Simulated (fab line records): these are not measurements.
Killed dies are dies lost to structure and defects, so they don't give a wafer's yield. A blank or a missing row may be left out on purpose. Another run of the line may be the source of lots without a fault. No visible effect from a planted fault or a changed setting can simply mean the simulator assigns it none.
Chamber matching || flow n5Finfet || N5_FIN_SAQP_PECVD_06 on pecvd-03: 3 sister chambers
The step deposits a-Si from SiH4/He, target thk 60 nm, time 48.1 s. 3 wafers are shown with their chamber, then 9 later ones without.

== WAFERS, EACH WITH ITS CHAMBER ==
{"wafer": "L082.6", "chamber": 2, "throttleValvePct (%)": 17.4}
{"wafer": "L083.1", "chamber": 1, "throttleValvePct (%)": 17.0}
{"wafer": "L083.5", "chamber": 0, "throttleValvePct (%)": 20.4}

== WAFERS WHOSE CHAMBER IS MISSING ==
{"wafer": "L084.1", "throttleValvePct (%)": 16.8}
{"wafer": "L084.2", "throttleValvePct (%)": 20.6}
{"wafer": "L084.4", "throttleValvePct (%)": 17.5}
{"wafer": "L086.1", "throttleValvePct (%)": 20.6}
{"wafer": "L086.3", "throttleValvePct (%)": 16.9}
{"wafer": "L086.4", "throttleValvePct (%)": 17.6}
{"wafer": "L097.1", "throttleValvePct (%)": 17.7}
{"wafer": "L097.3", "throttleValvePct (%)": 20.5}
{"wafer": "L097.5", "throttleValvePct (%)": 17.6}

== THE CHAMBER EACH PASSED THROUGH ==
{"wafer": "L084.1", "from the rows above": 1, "in truth": 1}
{"wafer": "L084.2", "from the rows above": 0, "in truth": 0}
{"wafer": "L084.4", "from the rows above": 2, "in truth": 2}
{"wafer": "L086.1", "from the rows above": 0, "in truth": 0}
{"wafer": "L086.3", "from the rows above": 1, "in truth": 1}
{"wafer": "L086.4", "from the rows above": 2, "in truth": 2}
{"wafer": "L097.1", "from the rows above": 2, "in truth": 2}
{"wafer": "L097.3", "from the rows above": 0, "in truth": 0}
{"wafer": "L097.5", "from the rows above": 2, "in truth": 2}
Placed correctly: 9 of 9. Can't be placed from these rows: 0. Placed wrongly: 0.
How it was worked out, from the rows above alone: a wafer's distance from a chamber is the root of the sum, over the readings, of the square of ((its reading less the chamber's mean) divided by the reading's scatter). If the next closest chamber is less than 2 further off than the closest, the wafer can't be placed; otherwise it belongs to the closest. Each chamber's mean is taken over the wafers shown for it. The scatter: root of mean squared gap, hidden wafer to nearest shown wafer, with one shown wafer a chamber.
